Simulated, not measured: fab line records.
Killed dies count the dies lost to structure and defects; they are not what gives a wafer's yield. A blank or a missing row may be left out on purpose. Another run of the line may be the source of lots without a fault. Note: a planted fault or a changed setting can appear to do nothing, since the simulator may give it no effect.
Comparing a struck lot with a sound one + flow n5Finfet + 19 steps out of a route of 1938
Sound: the wafers L103.1, L103.5, L103.6. Struck: wafer L106.5 (left out: L106.1, L106.2 of the same lot, which were not struck); the cause appears at the end.
At each step with rows: each side's tool, then ch and its chambers, then its first start. Under that, the readings that differ: sound wafers + struck wafers + difference of the means + sigmas: that difference in standard deviations of wafers without a fault.
alike: same words and numbers on both sides, and readings whose means sit less than 2 such deviations apart. not compared: any withheld reading, any reading some wafer has no value for, any bound like >300 that may hide the same value, and any number with overlapping values for which the record gives no deviation.
Wherever a step has rows on one side only, a row that says differs or no value, or a row with sigmas, the two part there. Numbers that have no deviation but don't overlap get no sigmas and don't part them. A reading missing from all wafers of one side parts the sides only when that side holds two or more wafers.

N5_BEOL_M15_DESCUM_33: chemistry O2, time 7.9 s.
  sound on rieDiel-05 ch 1,2, day 11 08:21; struck on rieDiel-01 ch 3, day 11 23:08
| reading                      | sound             | struck | difference | sigmas |
|------------------------------|-------------------|--------|------------|--------|
| showerheadPlenumPTorr (Torr) | 2.12 2.12 2.12    | 2.01   | -0.11      | -3     |
| throttleValvePct (%)         | 20.05 20.06 20.41 | 20.71  | +0.54      | +2     |
  alike: drypumpMotorCurrentA, oesProductAu, rfVppV
  not compared: rfHoursCounterH
N5_BEOL_M15_ETCH_61: etches BARC in N2/H2, target depth 89 nm, overetch 26.7 nm, time 67.9 s.
  sound on rieDiel-05 ch 1,2, day 11 08:23; struck on rieDiel-01 ch 3, day 11 23:10
| reading                      | sound             | struck | difference | sigmas |
|------------------------------|-------------------|--------|------------|--------|
| rfVppV (V)                   | 524.2 524.7 524.3 | 519.6  | -4.8       | -3     |
| showerheadPlenumPTorr (Torr) | 2.57 2.57 2.58    | 2.45   | -0.12      | -3     |
| throttleValvePct (%)         | 17.46 17.45 17.80 | 18.19  | +0.62      | +2     |
  alike: drypumpMotorCurrentA, oesProductAu
  not compared: rfHoursCounterH
N5_BEOL_M15_TRENCH_ETCH_34: etches SiO2 in C4F8/O2/Ar, target depth 872.93 nm, time 199 s.
  sound on rieDiel-05 ch 1,2, day 11 08:26; struck on rieDiel-01 ch 3, day 11 23:13
| reading                      | sound             | struck | difference | sigmas |
|------------------------------|-------------------|--------|------------|--------|
| showerheadPlenumPTorr (Torr) | 3.49 3.49 3.47    | 3.30   | -0.18      | -3     |
| throttleValvePct (%)         | 30.55 30.55 30.84 | 31.15  | +0.50      | +2     |
  alike: drypumpMotorCurrentA, oesProductAu, rfVppV
  not compared: rfHoursCounterH
N5_BEOL_M15_STRIP_36: strips in O2.
  sound on rieDiel-01 ch 0,2, day 11 09:20; struck on rieDiel-01 ch 0, day 11 23:27
| reading    | sound       | struck | difference | sigmas |
|------------|-------------|--------|------------|--------|
| rfVppV (V) | 2.5 3.5 3.7 | 5.1    | +1.9       | +2     |
  alike: drypumpMotorCurrentA, oesProductAu, showerheadPlenumPTorr, throttleValvePct
  not compared: rfHoursCounterH
then, 7 steps without rows for these wafers: N5_BEOL_M15_STRIP_62 (strips in O2); N5_BEOL_M15_STRIP_37 (strips in O2); N5_BEOL_M15_ETCH_38 (etches SiCN in CF4/N2, target depth 106.4 nm, time 120.5 s); N5_BEOL_M15_PRECLEAN_39 (cleans in residue remover, time 60 s); N5_BEOL_M15_SRD_40 (time 30 s, dry time 30 s); N5_BEOL_M15_DEGAS_41 (time 60 s); N5_BEOL_M15_PRE_CLEAN_42 (time 30 s).
N5_BEOL_M15_SPUTTER_43: material TaN, target thk 15 nm, time 24.19 s.
  sound on pvdSputter-02 at day 11 10:11; struck on pvdSputter-02 at day 12 01:32
| reading                                     | sound             | struck | difference | sigmas      |
|---------------------------------------------|-------------------|--------|------------|-------------|
| cathodeDcPowerW (W)                         | 15004 14998 15001 | 18784  | +3783      | +99 or more |
| model.TaN_of_BEOL_M15_SPUTTER_43.thkNm (nm) | 15.2 15 15        | 18.8   | +3.7       |             |
  alike: throttleValvePct
N5_BEOL_M15_SPUTTER_44: material Ta, target thk 15 nm, time 24.19 s.
  sound on pvdSputter-02 at day 11 10:16; struck on pvdSputter-02 at day 12 01:37
  alike: cathodeDcPowerW, throttleValvePct
then, 3 steps without rows for these wafers: N5_BEOL_M15_SPUTTER_45 (material Cu, target thk 100 nm, time 16.67 s); N5_BEOL_M15_ECD_47 (material Cu, target thk 1860 nm); N5_BEOL_M15_ANNEAL_48 (time 90 s).
N5_BEOL_M15_CMP_49: polishes, stops on SiO2, t overpolish 4.9 s, target thk 850 nm.
  sound on cmp-02 ch 1,2,3, day 11 11:22; struck on cmp-02 ch 1, day 12 02:22
| reading                   | sound             | struck | difference | sigmas |
|---------------------------|-------------------|--------|------------|--------|
| barrierFieldEndpointS (s) | 11.58 11.26 11.12 | 13.23  | +1.91      | +7     |
  alike: headPressurePsi, motorCurrentA
N5_BEOL_M15_THK_MEAS_50: measures by xrf.
  sound on filmMetro-01 at day 11 11:32; struck on filmMetro-01 at day 12 02:40
  alike: M15_THK
after that, 1 step had no rows for these wafers: N5_PASSIVATION_PROBE_49.

WHERE THEY PART
Last at N5_BEOL_M15_CMP_49 as far as this record goes, first at N5_BEOL_M15_DESCUM_33. Later steps at which nothing parts them and some readings are alike: N5_BEOL_M15_THK_MEAS_50.

WHY: what the simulator had put in
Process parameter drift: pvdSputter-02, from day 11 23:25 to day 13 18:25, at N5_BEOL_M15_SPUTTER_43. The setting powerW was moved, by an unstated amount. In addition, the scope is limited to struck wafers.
